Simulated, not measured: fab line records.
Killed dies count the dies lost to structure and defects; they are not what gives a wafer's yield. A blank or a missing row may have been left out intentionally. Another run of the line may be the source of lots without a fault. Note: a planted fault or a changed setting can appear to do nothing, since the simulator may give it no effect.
A lot that was struck, set against a sound lot + flow nandHarc + 15 out of 1159 route steps
Sound: the wafers L959.2, L959.4, L959.6. Struck: wafers L976.1, L976.3, L976.6. Last of all comes the cause.
Per side, at each step with rows, come the tool, then ch with its chambers, and then its first start. Under that, the readings that differ: sound wafers + struck wafers + difference of the means + sigmas: that difference in standard deviations of wafers without a fault.
alike: words and numbers the same on both sides, and readings whose means are apart by under 2 such deviations; not compared: readings that were withheld, readings missing a value for some wafer, numbers with overlapping values and no deviation given by the record, and bounds like >300 which may hide the same value.
The two part at a step that has a row with sigmas, a row that says differs or no value, or rows on one side only. When numbers do not overlap yet have no deviation, they are printed without sigmas and do not part them. A reading missing from all wafers of one side parts the sides only when that side holds two or more wafers.

first, 8 steps without rows for these wafers: NHARC_A_CONTACT_COAT_86 (time 75 s); NHARC_A_CONTACT_COAT_87 (time 65 s); NHARC_A_CONTACT_COAT_02 (resist thk 90 nm); NHARC_A_CONTACT_SOFTBAKE_03 (time 55 s); NHARC_A_CONTACT_EBR_04; NHARC_A_CONTACT_EXPOSE_05 (exposes mask A CC); NHARC_A_CONTACT_PEB_06 (peb time 65 s); NHARC_A_CONTACT_DEVELOP_07 (develop time 35 s).
NHARC_A_CONTACT_CD_MEAS_08 targets a cd of 100 nm.
  sound on cdSem-03 ch 0, day 16 08:34; struck on cdSem-03 ch 0, day 21 16:14
  alike: cdNm
NHARC_A_CONTACT_OVL_MEAS_09:
  struck on overlay-02, day 21 16:20; sound on overlay-02, day 16 08:39
  alike: overlayXNm, overlayYNm
NHARC_A_CONTACT_INSPECT_10:
  struck on defectInspect-02, day 21 16:22; sound on defectInspect-02, day 16 08:41
  alike: rawDefectCount
NHARC_A_CONTACT_DESCUM_13: chemistry O2, time 3 s.
  sound on rieDiel-03 ch 1,2, day 16 08:44; struck on rieDiel-10 ch 0,1,2, day 21 16:26
  alike: drypumpMotorCurrentA, oesProductAu, rfVppV, showerheadPlenumPTorr, throttleValvePct
  not compared: rfHoursCounterH
NHARC_A_CONTACT_ETCH_88: etches the open film in CF4, target depth 39 nm, time 65 s.
  sound on rieDiel-03 ch 0,1,2, day 16 08:50; struck on rieDiel-10 ch 0,1,2, day 21 16:31
  no value came back on the struck wafers for any of 7 readings (biasW (W), cf4FlowSccm (sccm) and others); on the sound wafers biasW (W) reads 100.7 100.4 99.9
  not compared: rfHoursCounterH
NHARC_A_CONTACT_ETCH_89: etches the open film in N2/H2, target depth 260 nm, time 475.3 s.
  sound on rieDiel-03 ch 0,1,3; struck on rieDiel-10 ch 1,2,3, day 21 16:38
  alike: biasW, chamberPressureMTorr, drypumpMotorCurrentA, oesProductAu, rfVppV, showerheadPlenumPTorr, throttleValvePct
  not compared: rfHoursCounterH
-- the record jumps here: 3 days lie between the struck wafers' starts before and after (it left off in module A_CONTACT and takes up again in module END, whose first step shown is number 1159 of the route) --
NHARC_END_SORT_01:
  sound on prober-02 ch 0, day 18 22:25; struck on prober-01 ch 0, day 24 06:35
| reading       | sound    | struck      | difference | sigmas |
|---------------|----------|-------------|------------|--------|
| killedAtArray | 26 25 37 | 674 675 674 | +645       | +59    |
| killedDies    | 27 25 39 | 677 677 677 | +647       | +59    |
  alike: killedAtOther, killedAtPeriphery, killedOpen, killedShort

WHERE THEY PART
Earliest at NHARC_A_CONTACT_ETCH_88; latest, in this record, at NHARC_END_SORT_01.

WHY: what the simulator had put in
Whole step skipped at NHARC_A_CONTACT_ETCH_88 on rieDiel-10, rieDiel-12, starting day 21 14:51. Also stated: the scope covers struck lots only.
